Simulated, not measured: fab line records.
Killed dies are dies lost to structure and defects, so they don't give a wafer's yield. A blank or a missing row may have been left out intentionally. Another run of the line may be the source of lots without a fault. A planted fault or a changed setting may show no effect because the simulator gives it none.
The same fault as seen by 2 desks | flow n5_finfet | what lay behind the numbers comes last; until then each desk has only its own

FOR THE TOOL OWNER'S DESK: pecvd-02
The tool's own readings at N5_BEOL_M0_SAQP_PECVD_96 (deposits a-Si from SiH4/He, target thk 45 nm, time 45.2 s): means of the sampled wafers that have a number, for each lot that ran on this tool. Any lot whose mean is over 4 standard deviations away from the usual mean is out of limits and marked OUT; that distance is given in the brackets.
Columns: A = heater_power_w at N5_BEOL_M0_SAQP_PECVD_96, usual 622 W; B = run_length_s at N5_BEOL_M0_SAQP_PECVD_96, usual 81.6 s; C = showerhead_plenum_p_Torr at N5_BEOL_M0_SAQP_PECVD_96, usual 5.65 Torr; D = throttle_valve_pct at N5_BEOL_M0_SAQP_PECVD_96, usual 17.9 %
lot  | first seen here | A   | B    | C    | D
L945 | day 6 04:53     | 568 | 81.5 | 5.64 | 17.7
L947 | day 6 17:34     | 523 | 81.3 | 5.61 | 17.6
L956 | day 9 02:37     | 532 | 80.7 | 5.61 | 17.8
This desk found nothing out of limits on any of the 3 lots.

METROLOGY DESK
Means of the sampled wafers that have a number, per lot and without regard to the tool the lot ran on: this is what the gauges read. Any lot whose mean is over 4 standard deviations away from the usual mean is out of limits and marked OUT; that distance is given in the brackets. It has 10 readings; the 7 that lie furthest out on some lot are the ones shown.
Columns: A = DIBL_N at N5_BEOL_M4_RC_MEAS_101, usual 36.1 mV/V; B = IOFF_N at N5_BEOL_M4_RC_MEAS_101, usual 0.16 nA/um; C = ION_N at N5_BEOL_M4_RC_MEAS_101, usual 676 uA/um; D = ION_P at N5_BEOL_M4_RC_MEAS_101, usual 462 uA/um; E = SS_N at N5_BEOL_M4_RC_MEAS_101, usual 71.6 mV/dec; F = VT_N at N5_BEOL_M4_RC_MEAS_101, usual 251 mV; G = VT_P at N5_BEOL_M4_RC_MEAS_101, usual -252 mV
lot  | first seen here | A    | B    | C   | D   | E    | F   | G
L943 | day 9 00:22     | 36.1 | 0.17 | 676 | 458 | 72.1 | 253 | -253
L942 | day 9 09:12     | 37.2 | 0.18 | 688 | 466 | 72.2 | 248 | -249
L945 | day 9 10:52     | 36.9 | 0.17 | 682 | 464 | 71.9 | 248 | -252
L947 | day 10 11:51    | 35.1 | 0.15 | 670 | 462 | 71.6 | 252 | -250
L950 | day 11 22:55    | 36.1 | 0.16 | 673 | 463 | 72.0 | 250 | -250
L956 | day 13 06:30    | 39.0 | 0.24 | 697 | 470 | 72.7 | 244 | -245
L957 | day 13 13:56    | 38.0 | 0.15 | 667 | 444 | 72.6 | 253 | -260
L961 | day 14 01:21    | 34.4 | 0.12 | 661 | 462 | 71.3 | 255 | -254
L965 | day 14 08:28    | 36.3 | 0.17 | 690 | 475 | 71.3 | 248 | -247
L963 | day 14 23:05    | 38.0 | 0.19 | 677 | 469 | 72.1 | 248 | -245
This desk found nothing out of limits on any of the 10 lots.

PUT TOGETHER
The tool owner's desk saw nothing out of limits.
From the metrology desk's view, nothing was out of limits.

WHAT HAD BEEN PUT IN BY THE SIMULATOR
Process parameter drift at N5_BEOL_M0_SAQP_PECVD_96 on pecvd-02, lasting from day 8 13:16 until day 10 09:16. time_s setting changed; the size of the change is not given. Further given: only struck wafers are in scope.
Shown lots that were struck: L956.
